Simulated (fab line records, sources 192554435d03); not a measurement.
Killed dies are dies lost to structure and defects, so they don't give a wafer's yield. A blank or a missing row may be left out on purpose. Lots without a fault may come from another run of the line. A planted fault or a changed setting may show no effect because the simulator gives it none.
fab line records | flow n5_finfet
record lots=7 wafers=21
route steps=1938 shown BEOL_M7@1299 BEOL_M8@1362 BEOL_M11@1539
start_h: hours from the record's first day to the start of the lot's first wafer shown | wait_h: hours since the lot's step before | " the same as in the row above | L1.1+2: a row that stands for several wafers | - no value, or no start given | * or withheld: withheld | < > ~ a bound
route shown NAME@n: a module of which the file shows steps, and the number in the route of the first | usual: mean/standard deviation of fault-free wafers | same: alike in all rows | chamber/n: place in a boat | sites: the reading at each site | _std_site: their standard deviation | _edge_site: outer sites' mean less inner sites' | radius_mm: how far each site lies from the wafer's centre | mask NAME#n: copy n | behind: the tool/chamber that last shaped the wafer | hold: why the lot was held/for how many hours/how that ended | device: the transistor (n, p or np) that didn't switch | end of line: the same wafers' tests at the end of the route | a step without rows: its recipe alone | killed: dies lost to structure and defects at the first sort, not the wafer's yield | map: a wafer's dies, x killed, . not, _ none there
set.NAME: the setting as run; set.NAME@STEP: as run at that earlier step | model.NAME: the simulator's own value behind a step, which no gauge read
lots whose settings were changed on purpose; a table a step, a row a wafer
## steps
# step N5_BEOL_M7_DESCUM_33
# recipe chemistry=O2 time_s=7 source_power_w=50 bias_power_w=20 pressure_mtorr=20 rf_frequency_hz=2.712e+07 temp_c=40 resist=CAR-EUV o2_flow_sccm=225
# columns lot.wafer tool chamber start_h wait_h set.time_s model.CAR-EUV_of_BEOL_M7_COAT_22.thk_nm
L078.3 rie_diel-05 2 243.69 0.4 7 26
L078.4 " 0 " " 8.184 25.4
L078.6 " 3 " " 7 26.2
L079.1+5 rie_diel-05 0 268.46 0.2 7 26
L079.3 " 1 " " 5.796 26.6
L083.2 rie_diel-02 3 302.92 0.0 7.567 25.6
L083.5 " 3 " " 7.567 25.8
L083.6 " 0 " " 7 25.8
L084.2+4 rie_diel-05 2,0 315.84 0.0 7 26.2
L084.3 " 3 " " 6.181 26.6
L085.1+5 rie_diel-02 0 317.34 0.0 7 26
L085.6 " 3 " " 7 26.2
L088.1 rie_diel-03 2 325.70 0.0 7.965 25.6
L088.3+5 " 3,2 " " 7 26
L087.1 rie_diel-03 0 329.16 0.0 5.707 26.6
L087.2 " 2 " " 7 26.2
L087.3 " 3 " " 5.707 26.8
# step N5_BEOL_M7_ETCH_72
# recipe chemistry=N2/H2 target=underlayer target_depth_a=65 mask_material=CAR-EUV time_s=5.2 ion_energy_ev=200 pressure_mtorr=30 source_w=840 bias_w=150 n2_flow_sccm=200 h2_flow_sccm=200 ends=cleared
# columns lot.wafer tool chamber start_h wait_h set.time_s@BEOL_M7_DESCUM_33 model.CAR-EUV_of_BEOL_M7_COAT_22.thk_nm
L078.3+6 rie_diel-05 2,3 243.73 0.0 7 20.4
L078.4 " 0 " " 8.184 19.8
L079.1+5 rie_diel-05 0 268.50 0.0 7 20.4
L079.3 " 1 " " 5.796 21
L083.2+5 rie_diel-02 3 302.95 0.0 7.567 20
L083.6 " 0 " " 7 20.2
L084.2 rie_diel-05 2 315.87 0.0 7 20.6
L084.3 " 3 " " 6.181 21
L084.4 " 0 " " 7 20.4
L085.1+5+6 rie_diel-02 0,0,3 317.38 0.0 7 20.4
L088.1 rie_diel-03 2 325.73 0.0 7.965 19.8
L088.3+5 " 3,2 " " 7 20.4
L087.1+3 rie_diel-03 0,3 329.19 0.0 5.707 21
L087.2 " 2 " " 7 20.4
# step N5_BEOL_M7_ETCH_65
# recipe chemistry=CF4 target=SiARC target_depth_a=156 mask_material=CAR-EUV time_s=26 ion_energy_ev=80 pressure_mtorr=40 source_w=545 bias_w=36 Ar_flow_sccm=100 cf4_flow_sccm=100 ends=cleared
# columns lot.wafer tool chamber start_h wait_h set.time_s@BEOL_M7_DESCUM_33 model.CAR-EUV_of_BEOL_M7_COAT_22.thk_nm
L078.3+6 rie_diel-05 2,3 243.75 0.0 7 11.2
L078.4 " 0 " " 8.184 10.4
L079.1+5 rie_diel-05 0 268.51 0.0 7 11
L079.3 " 1 " " 5.796 11.8
L083.2+5 rie_diel-02 3 302.97 0.0 7.567 10.8
L083.6 " 0 " " 7 11
L084.2 rie_diel-05 2 315.89 0.0 7 11.4
L084.3 " 3 " " 6.181 11.8
L084.4 " 0 " " 7 11.2
L085.1+5+6 rie_diel-02 0,0,3 317.39 0.0 7 11.2
L088.1 rie_diel-03 2 325.75 0.0 7.965 10.6
L088.3+5 " 3,2 " " 7 11.2
L087.1 rie_diel-03 0 329.21 0.0 5.707 11.8
L087.2 " 2 " " 7 11.2
L087.3 " 3 " " 5.707 12
# step N5_BEOL_M7_VIA_ETCH_34
# recipe chemistry=C4F6/O2 target=SiCOH_lowk target_depth_a=1255 mask_material=SOC taper_deg=4 time_s=50.5 ion_energy_ev=250 pressure_mtorr=30 source_w=345 bias_w=185 Ar_flow_sccm=300 C4F6_flow_sccm=10 O2_flow_sccm=10
# columns lot.wafer tool chamber start_h wait_h set.time_s model.etch.depth_nm model.SOC_of_BEOL_M7_COAT_63.thk_nm
L078.3 rie_diel-05 2 243.87 0.0 50.5 128.6 53.6
L078.4 " 0 " " 50.5 127.3 53.4
L078.6 " 3 " " 61.02 149.5 52.6
L079.1 rie_diel-05 0 268.64 0.0 59.82 149.3 52.6
L079.3 " 1 " " 50.5 128.5 53.6
L079.5 " 0 " " 50.5 126.7 53.8
L083.2 rie_diel-02 3 303.10 0.0 59.64 142.9 52.8
L083.5 " 3 " " 50.5 122 53.8
L083.6 " 0 " " 59.64 151 52.4
L084.2 rie_diel-05 2 316.02 0.0 50.5 129 53.6
L084.3 " 3 " " 55.85 137.7 53.2
L084.4 " 0 " " 50.5 127.1 53.6
L085.1 rie_diel-02 0 317.52 0.0 50.5 128.5 53.6
L085.5 " 0 " " 50.5 130.1 53.6
L085.6 " 3 " " 50.5 123.5 54
L088.1 rie_diel-03 2 325.88 0.0 50.5 124.9 53.6
L088.3 " 3 " " 50.5 126.8 53.8
L088.5 " 2 " " 50.5 125.5 53.8
L087.1 rie_diel-03 0 329.34 0.0 50.5 126.4 53.8
L087.2 " 2 " " 50.5 126.1 53.8
L087.3 " 3 " " 50.5 127.1 53.6
# step N5_BEOL_M7_STRIP_76
# recipe chemistry=C4F6/O2 resist=SiARC rf_frequency_hz=6e+07
# step N5_BEOL_M7_STRIP_36
# recipe chemistry=N2/H2 power_w=450 temp_c=40 pressure_mtorr=20 rf_frequency_hz=6e+07 overash_fraction=0.3 bias_power_w=7 h2_frac=0.5 n2_flow_sccm=200 h2_flow_sccm=200
# step N5_BEOL_M7_STRIP_80
# recipe chemistry=N2/H2 time_s=10 power_w=450 temp_c=40 pressure_mtorr=20 rf_frequency_hz=6e+07 bias_power_w=7 n2_flow_sccm=200 h2_flow_sccm=200
# step N5_BEOL_M7_HM_STRIP_39
# recipe chemistry=peroxide_tin_strip material=TiN target_depth_a=250 temp_c=50 time_s=158
# columns lot.wafer tool chamber start_h wait_h set.temp_c@BEOL_M7_PECVD_70 model.SiO2_of_BEOL_M7_PECVD_70.thk_nm
L078.3 wet_bench-01 4 244.16 0.0 382.2 22
L078.4 " 1 " " 382.2 22.8
L078.6 " 2 " " 382.2 22.6
L079.1 wet_bench-01 4 268.92 0.0 385.7 21.8
L079.3 " 6 " " 400 19.6
L079.5 " 3 " " 400 20.2
L083.2 wet_bench-02 5 303.38 0.0 400 19.6
L083.5 " 1 " " 400 20
L083.6 " 6 " " 400 19.8
L084.2 wet_bench-01 4 316.30 0.0 417.7 17.4
L084.3 " 1 " " 400 19.8
L084.4 " 5 " " 400 20
L085.1 wet_bench-02 7 317.80 0.0 400 19.4
L085.5+6 " 1,3 " " 400 20
L088.1+5 wet_bench-02 4,1 326.16 0.0 400 20
L088.3 " 5 " " 415.5 17.6
L087.1+3 wet_bench-01 2,0 329.62 0.0 414.2 17.8
L087.2 " 3 " " 400 19.8
# step N5_BEOL_M8_EXPOSE_25
# recipe mask_id=V7 na=0.33 source_shape=annular sigma_inner=0.4 sigma_outer=0.8 polarization=unpolarized target_cd_nm=40 dose_mj=42.5
# columns lot.wafer tool chamber start_h wait_h mask set.dose_mj
L078.3+4+6 euv_scanner-02 0 251.40 - V7#0 42.5
L079.1+3+5 euv_scanner-02 0 275.38 - V7#0 42.5
L083.2+5+6 euv_scanner-01 0 309.50 - V7#0 42.5
L085.1+5+6 euv_scanner-01 0 325.58 - V7#0 42.5
L084.2 euv_scanner-01 0 325.67 - V7#0 44.78
L084.3+4 " 0 " " V7#0 42.5
L088.1+3+5 euv_scanner-01 0 337.75 - V7#0 42.5
L087.1+3 euv_scanner-01 0 339.24 - V7#0 44.74
L087.2 " 0 " " V7#0 42.5
# step N5_BEOL_M8_DESCUM_33
# recipe chemistry=O2 time_s=7 source_power_w=50 bias_power_w=20 pressure_mtorr=20 rf_frequency_hz=2.712e+07 temp_c=40 resist=CAR-EUV o2_flow_sccm=225
# columns lot.wafer tool chamber start_h wait_h set.time_s set.dose_mj@BEOL_M8_EXPOSE_25 model.CAR-EUV_of_BEOL_M8_COAT_22.thk_nm model.BEOL_M8.cd_nm
L078.3 rie_diel-01 0 251.64 0.0 7 42.5 26 40
L078.4+6 " 2,1 " " 5.972 42.5 26.4 39.8
L079.1 rie_diel-06 1 275.93 0.3 7 42.5 26.2 40
L079.3 " 3 " " 7 42.5 26 40.2
L079.5 " 1 " " 5.432 42.5 26.8 40
L083.2 rie_diel-01 2 309.75 0.0 5.56 42.5 26.8 39.6
L083.5 " 1 " " 7 42.5 26.2 39.8
L083.6 " 0 " " 5.56 42.5 26.8 39.8
L085.1 rie_diel-01 0 326.02 0.2 7 42.5 26.2 40.2
L085.5 " 2 " " 7 42.5 26 40
L085.6 " 3 " " 7 42.5 26 39.8
L084.2 rie_diel-06 3 326.07 0.2 7 44.78 26 41.2
L084.3 " 2 " " 7 42.5 26 40.4
L084.4 " 1 " " 7 42.5 26 40
L088.1 rie_diel-04 3 338.00 0.0 5.523 42.5 26.8 40
L088.3 " 1 " " 5.523 42.5 26.6 40
L088.5 " 0 " " 7 42.5 26 40
L087.1 rie_diel-01 2 339.53 0.1 8.509 44.74 25.4 41.2
L087.2 " 0 " " 8.509 42.5 25.4 40.4
L087.3 " 3 " " 7 44.74 26 41
# step N5_BEOL_M8_ETCH_72
# recipe chemistry=N2/H2 target=underlayer target_depth_a=65 mask_material=CAR-EUV time_s=5.2 ion_energy_ev=200 pressure_mtorr=30 source_w=840 bias_w=150 n2_flow_sccm=200 h2_flow_sccm=200 ends=cleared
# columns lot.wafer tool chamber start_h wait_h set.time_s@BEOL_M8_DESCUM_33 model.CAR-EUV_of_BEOL_M8_COAT_22.thk_nm
L078.3 rie_diel-01 0 251.67 0.0 7 20.2
L078.4+6 " 2,1 " " 5.972 20.6
L079.1 rie_diel-06 1 275.96 0.0 7 20.4
L079.3 " 3 " " 7 20.2
L079.5 " 1 " " 5.432 21.2
L083.2 rie_diel-01 2 309.79 0.0 5.56 21
L083.5 " 1 " " 7 20.4
L083.6 " 0 " " 5.56 21.2
L085.1 rie_diel-01 0 326.05 0.0 7 20.4
L085.5+6 " 2,3 " " 7 20.2
L084.2+3+4 rie_diel-06 3,2,1 326.11 0.0 7 20.2
L088.1 rie_diel-04 3 338.04 0.0 5.523 21.2
L088.3 " 1 " " 5.523 21
L088.5 " 0 " " 7 20.4
L087.1 rie_diel-01 2 339.56 0.0 8.509 19.6
L087.2 " 0 " " 8.509 19.8
L087.3 " 3 " " 7 20.2
# step N5_BEOL_M8_ETCH_65
# recipe chemistry=CF4 target=SiARC target_depth_a=156 mask_material=CAR-EUV time_s=26 ion_energy_ev=80 pressure_mtorr=40 source_w=545 bias_w=36 Ar_flow_sccm=100 cf4_flow_sccm=100 ends=cleared
# columns lot.wafer tool chamber start_h wait_h set.dose_mj@BEOL_M8_EXPOSE_25 model.BEOL_M8.cd_nm
L078.3 rie_diel-01 0 251.69 0.0 42.5 40
L078.4+6 " 2,1 " " 42.5 39.8
L079.1 rie_diel-06 1 275.98 0.0 42.5 40
L079.3 " 3 " " 42.5 40.2
L079.5 " 1 " " 42.5 39.8
L083.2+6 rie_diel-01 2,0 309.81 0.0 42.5 39.6
L083.5 " 1 " " 42.5 40
L085.1 rie_diel-01 0 326.07 0.0 42.5 40
L085.5+6 " 2,3 " " 42.5 39.8
L084.2 rie_diel-06 3 326.12 0.0 44.78 41.2
L084.3 " 2 " " 42.5 40.2
L084.4 " 1 " " 42.5 40
L088.1+3+5 rie_diel-04 3,1,0 338.06 0.0 42.5 40
L087.1+3 rie_diel-01 2,3 339.58 0.0 44.74 41.2
L087.2 " 0 " " 42.5 40.4
# step N5_BEOL_M8_ETCH_66
# recipe chemistry=N2/H2 target=SOC target_depth_a=800 overetch_a=160 mask_material=SiARC temp_c=40 time_s=120 ion_energy_ev=200 pressure_mtorr=30 source_w=840 bias_w=150 n2_flow_sccm=200 h2_flow_sccm=200
# columns lot.wafer tool chamber start_h wait_h set.dose_mj@BEOL_M8_EXPOSE_25 model.BEOL_M8.cd_nm
L078.3 rie_diel-01 0 251.72 0.0 42.5 40
L078.4 " 2 " " 42.5 39.6
L078.6 " 1 " " 42.5 39.8
L079.1 rie_diel-06 1 276.01 0.0 42.5 40
L079.3 " 3 " " 42.5 40.2
L079.5 " 1 " " 42.5 39.8
L083.2+6 rie_diel-01 2,0 309.83 0.0 42.5 39.6
L083.5 " 1 " " 42.5 39.8
L085.1+5 rie_diel-01 0,2 326.10 0.0 42.5 40
L085.6 " 3 " " 42.5 39.8
L084.2 rie_diel-06 3 326.15 0.0 44.78 41.4
L084.3 " 2 " " 42.5 40.4
L084.4 " 1 " " 42.5 40
L088.1+3+5 rie_diel-04 3,1,0 338.08 0.0 42.5 40
L087.1+3 rie_diel-01 2,3 339.61 0.0 44.74 41.2
L087.2 " 0 " " 42.5 40.4
# step N5_BEOL_M8_STRIP_69
# recipe chemistry=N2/H2 temp_c=40 n2_flow_sccm=200 h2_flow_sccm=200 rf_frequency_hz=6e+07
# step N5_BEOL_M8_STRIP_73
# recipe chemistry=N2/H2 temp_c=40 n2_flow_sccm=200 h2_flow_sccm=200 rf_frequency_hz=6e+07
# step N5_BEOL_M8_VIA_ETCH_34
# recipe chemistry=C4F6/O2 target=SiCOH_lowk target_depth_a=1255 mask_material=SOC taper_deg=4 time_s=50.5 ion_energy_ev=250 pressure_mtorr=30 source_w=345 bias_w=185 Ar_flow_sccm=300 C4F6_flow_sccm=10 O2_flow_sccm=10
# columns lot.wafer tool chamber start_h wait_h set.dose_mj@BEOL_M8_EXPOSE_25 model.BEOL_M8.cd_nm
L078.3+6 rie_diel-01 0,1 251.82 0.0 42.5 39.8
L078.4 " 2 " " 42.5 39.6
L079.1 rie_diel-06 1 276.11 0.0 42.5 40
L079.3 " 3 " " 42.5 40.2
L079.5 " 1 " " 42.5 39.8
L083.2 rie_diel-01 2 309.93 0.0 42.5 39.8
L083.5 " 1 " " 42.5 40
L083.6 " 0 " " 42.5 39.6
L085.1+5+6 rie_diel-01 0,2,3 326.20 0.0 42.5 40
L084.2 rie_diel-06 3 326.25 0.0 44.78 41.4
L084.3 " 2 " " 42.5 40.4
L084.4 " 1 " " 42.5 40
L088.1+3 rie_diel-04 3,1 338.18 0.0 42.5 39.8
L088.5 " 0 " " 42.5 40.2
L087.1 rie_diel-01 2 339.71 0.0 44.74 41.2
L087.2 " 0 " " 42.5 40.4
L087.3 " 3 " " 44.74 41.4
# step N5_BEOL_M11_PECVD_70
# recipe material=SiO2 target_thk_a=200 temp_c=400 precursor=TEOS/O2 pressure_torr=5.5 rf_w=450 teos_flow_sccm=53.8 gas=O2 flow_sccm=3000 time_s=22.7
# columns lot.wafer tool chamber start_h wait_h set.temp_c model.SiO2_of_BEOL_M11_PECVD_70.thk_nm
L078.3+6 pecvd-03 2,1 271.92 0.0 394.9 20.6
L078.4 " 0 " " 400 20
L079.1+3 pecvd-03 2,0 294.82 0.0 400 20.2
L079.5 " 2 " " 400 20.4
L083.2 pecvd-02 2 331.32 0.0 400 20
L083.5 " 1 " " 382.2 22.4
L083.6 " 0 " " 382.2 22.6
L085.1 pecvd-02 1 349.24 0.0 400 19.6
L085.5+6 " 1,2 " " 400 20
L084.2 pecvd-04 2 349.71 0.0 391.7 21.2
L084.3 " 1 " " 400 20
L084.4 " 2 " " 400 20.2
L088.1 pecvd-03 1 353.20 0.0 385.4 21.4
L088.3 " 0 " " 385.4 21.6
L088.5 " 2 " " 385.4 21.8
L087.1 pecvd-03 0 361.33 0.0 400 19.6
L087.2 " 2 " " 393.8 20.6
L087.3 " 1 " " 400 20
# step N5_BEOL_M11_COAT_59
# recipe resist=SOC temp_c=250 time_s=60 spin_rpm=1500 resist_thk_nm=100
# columns lot.wafer tool chamber start_h wait_h set.spin_rpm model.SOC_of_BEOL_M11_COAT_59.thk_nm
L078.3 litho_track-01 0 273.05 0.1 1500 100.2
L078.4 " 0 " " 1500 100.4
L078.6 " 0 " " 1435 102.4
L079.1 litho_track-05 0 295.51 0.1 1388 103.6
L079.3 " 0 " " 1500 99.8
L079.5 " 0 " " 1388 103.8
L083.2 litho_track-05 0 334.76 0.1 1408 103.2
L083.5 " 0 " " 1500 100
L083.6 " 0 " " 1500 100.2
L085.1 litho_track-05 0 350.35 0.1 1500 100.6
L085.5+6 " 0 " " 1500 100.4
L084.2+4 litho_track-03 0 350.44 0.1 1500 100.4
L084.3 " 0 " " 1500 100
L088.1 litho_track-05 0 353.59 0.1 1500 99.8
L088.3 " 0 " " 1543 98.6
L088.5 " 0 " " 1543 98.4
L087.1+2 litho_track-05 0 362.34 0.1 1500 99.8
L087.3 " 0 " " 1432 102.2
# step N5_BEOL_M11_COAT_60
# recipe resist=SiARC temp_c=220 time_s=60 spin_rpm=1500 resist_thk_nm=30
# step N5_BEOL_M11_COAT_05
# recipe resist=CAR-ArF spin_rpm=1500 resist_thk_nm=90
# step N5_BEOL_M11_DESCUM_16
# recipe chemistry=O2 time_s=7.9 source_power_w=50 bias_power_w=20 pressure_mtorr=20 rf_frequency_hz=2.712e+07 temp_c=40 resist=CAR-ArF o2_flow_sccm=225
# step N5_BEOL_M11_ETCH_61
# recipe chemistry=CF4 target=SiARC target_depth_a=390 mask_material=CAR-ArF time_s=65 ion_energy_ev=80 pressure_mtorr=40 source_w=545 bias_w=36 Ar_flow_sccm=100 cf4_flow_sccm=100 ends=cleared
# step N5_BEOL_M11_ETCH_62
# recipe chemistry=N2/H2 target=SOC target_depth_a=1100 overetch_a=220 mask_material=SiARC temp_c=40 time_s=165 ion_energy_ev=200 pressure_mtorr=30 source_w=840 bias_w=150 n2_flow_sccm=200 h2_flow_sccm=200
# columns lot.wafer tool chamber start_h wait_h set.spin_rpm@BEOL_M11_COAT_59 model.etch.depth_nm
L078.3 rie_diel-03 0 273.62 0.0 1500 100.1
L078.4 " 1 " " 1500 100.3
L078.6 " 1 " " 1435 102.4
L079.1 rie_diel-02 0 296.05 0.0 1388 103.6
L079.3 " 1 " " 1500 99.76
L079.5 " 2 " " 1388 103.8
L083.2 rie_diel-03 1 335.44 0.0 1408 103.2
L083.5 " 0 " " 1500 99.93
L083.6 " 1 " " 1500 100.1
L085.1 rie_diel-03 1 350.90 0.0 1500 100.6
L085.5 " 1 " " 1500 100.4
L085.6 " 0 " " 1500 100.5
L084.2+4 rie_diel-05 1,3 351.26 0.0 1500 100.4
L084.3 " 2 " " 1500 100
L088.1 rie_diel-05 1 354.14 0.0 1500 99.77
L088.3 " 2 " " 1543 98.58
L088.5 " 3 " " 1543 98.43
L087.1 rie_diel-02 1 362.88 0.0 1500 99.76
L087.2 " 2 " " 1500 99.89
L087.3 " 3 " " 1432 102.1
# step N5_BEOL_M11_STRIP_68
# recipe chemistry=N2/H2 temp_c=40 n2_flow_sccm=200 h2_flow_sccm=200 rf_frequency_hz=6e+07
# step N5_BEOL_M11_STRIP_67
# recipe chemistry=CF4 resist=SiARC power_w=300 bias_power_w=75 pressure_mtorr=50 cf4_flow_sccm=150 rf_frequency_hz=6e+07
# step N5_BEOL_M11_HM_OPEN_17
# recipe chemistry=Cl2/BCl3 target_depth_a=200 overetch_a=60 target=TiN mask_material=SOC ion_energy_ev=150 pressure_mtorr=10 icp_w=1000 bias_w=126 Cl2_flow_sccm=53.25 bcl3_flow_sccm=21.75 Ar_flow_sccm=25
# columns lot.wafer tool chamber start_h wait_h set.spin_rpm@BEOL_M11_COAT_59 model.SOC_of_BEOL_M11_COAT_59.thk_nm
L078.3 rie_metal-02 0 273.84 0.1 1500 91.8
L078.4 " 1 " " 1500 92.6
L078.6 " 0 " " 1435 94.2
L079.1 rie_metal-03 1 296.24 0.0 1388 95.8
L079.3 " 1 " " 1500 92
L079.5 " 0 " " 1388 96.2
L083.2 rie_metal-02 1 335.63 0.0 1408 95.6
L083.5 " 1 " " 1500 92.4
L083.6 " 0 " " 1500 92
L085.1+6 rie_metal-02 0 351.08 0.0 1500 92.4
L085.5 " 1 " " 1500 92.8
L084.2+4 rie_metal-01 0,1 351.45 0.0 1500 92.6
L084.3 " 0 " " 1500 92.2
L088.1 rie_metal-01 1 354.32 0.0 1500 92
L088.3+5 " 0 " " 1543 90.8
L087.1 rie_metal-01 1 363.07 0.0 1500 92
L087.2 " 0 " " 1500 92.2
L087.3 " 0 " " 1432 94.4
# step N5_BEOL_M11_STRIP_19
# recipe chemistry=O2 power_w=400 temp_c=40 pressure_mtorr=30 rf_frequency_hz=6e+07 bias_power_w=0 overash_fraction=0.2 o2_flow_sccm=225
# step N5_BEOL_M11_STRIP_77
# recipe chemistry=N2/H2 time_s=10 power_w=450 temp_c=40 pressure_mtorr=20 rf_frequency_hz=6e+07 bias_power_w=7 n2_flow_sccm=200 h2_flow_sccm=200
# step N5_BEOL_M11_HM_STRIP_39
# recipe chemistry=peroxide_tin_strip material=TiN target_depth_a=250 temp_c=50 time_s=158
# columns lot.wafer tool chamber start_h wait_h set.temp_c@BEOL_M11_PECVD_70 model.SiO2_of_BEOL_M11_PECVD_70.thk_nm
L078.3+6 wet_bench-04 6,2 276.69 0.0 394.9 20.4
L078.4 " 3 " " 400 20
L079.1+5 wet_bench-01 3,2 299.83 0.0 400 20.2
L079.3 " 1 " " 400 20
L083.2 wet_bench-02 2 338.59 0.0 400 20
L083.5 " 7 " " 382.2 22.2
L083.6 " 3 " " 382.2 22.4
L084.2 wet_bench-04 1 357.46 0.0 391.7 21
L084.3 " 6 " " 400 19.8
L084.4 " 3 " " 400 20
L085.1 wet_bench-02 0 357.50 0.0 400 19.6
L085.5+6 " 7,4 " " 400 19.8
L088.1+3 wet_bench-01 1,2 357.93 0.0 385.4 21.4
L088.5 " 0 " " 385.4 21.6
L087.1 wet_bench-04 3 367.72 0.0 400 19.4
L087.2 " 6 " " 393.8 20.6
L087.3 " 0 " " 400 19.8
## key
split step=N5_BEOL_M7_DESCUM_33 setting=time_s stated=7 by=wafer
response step=N5_BEOL_M7_DESCUM_33 reading=model.CAR-EUV_of_BEOL_M7_COAT_22.thk_nm change=-0.0322 per=1% r=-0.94
response step=N5_BEOL_M7_ETCH_72 reading=model.CAR-EUV_of_BEOL_M7_COAT_22.thk_nm change=-0.0359 per=1% r=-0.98
response step=N5_BEOL_M7_ETCH_65 reading=model.CAR-EUV_of_BEOL_M7_COAT_22.thk_nm change=-0.0425 per=1% r=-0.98
split step=N5_BEOL_M7_VIA_ETCH_34 setting=time_s stated=50.5 by=wafer
response step=N5_BEOL_M7_VIA_ETCH_34 reading=model.etch.depth_nm change=+1.16 per=1% r=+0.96
response step=N5_BEOL_M7_VIA_ETCH_34 reading=model.SOC_of_BEOL_M7_COAT_63.thk_nm change=-0.0535 per=1% r=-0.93
split step=N5_BEOL_M8_EXPOSE_25 setting=dose_mj stated=42.5 by=wafer
response step=N5_BEOL_M8_DESCUM_33 reading=model.BEOL_M8.cd_nm change=+0.16 per=1% r=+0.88
response step=N5_BEOL_M8_ETCH_65 reading=model.BEOL_M8.cd_nm change=+0.179 per=1% r=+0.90
response step=N5_BEOL_M8_ETCH_66 reading=model.BEOL_M8.cd_nm change=+0.188 per=1% r=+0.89
response step=N5_BEOL_M8_VIA_ETCH_34 reading=model.BEOL_M8.cd_nm change=+0.198 per=1% r=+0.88
split step=N5_BEOL_M8_DESCUM_33 setting=time_s stated=7 by=wafer
response step=N5_BEOL_M8_DESCUM_33 reading=model.CAR-EUV_of_BEOL_M8_COAT_22.thk_nm change=-0.03 per=1% r=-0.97
response step=N5_BEOL_M8_ETCH_72 reading=model.CAR-EUV_of_BEOL_M8_COAT_22.thk_nm change=-0.0322 per=1% r=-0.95
split step=N5_BEOL_M11_PECVD_70 setting=temp_c stated=400 by=wafer
response step=N5_BEOL_M11_PECVD_70 reading=model.SiO2_of_BEOL_M11_PECVD_70.thk_nm change=-0.548 per=1% r=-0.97
response step=N5_BEOL_M11_HM_STRIP_39 reading=model.SiO2_of_BEOL_M11_PECVD_70.thk_nm change=-0.518 per=1% r=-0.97
split step=N5_BEOL_M11_COAT_59 setting=spin_rpm stated=1500 by=wafer
response step=N5_BEOL_M11_COAT_59 reading=model.SOC_of_BEOL_M11_COAT_59.thk_nm change=-0.51 per=1% r=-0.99
response step=N5_BEOL_M11_ETCH_62 reading=model.etch.depth_nm change=-0.516 per=1% r=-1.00
response step=N5_BEOL_M11_HM_OPEN_17 reading=model.SOC_of_BEOL_M11_COAT_59.thk_nm change=-0.52 per=1% r=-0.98
split outside_this_file step=N5_BEOL_M7_PECVD_70 setting=temp_c
# split outside_this_file: this setting was split too, and the file shows its column; the key of that split is in another file
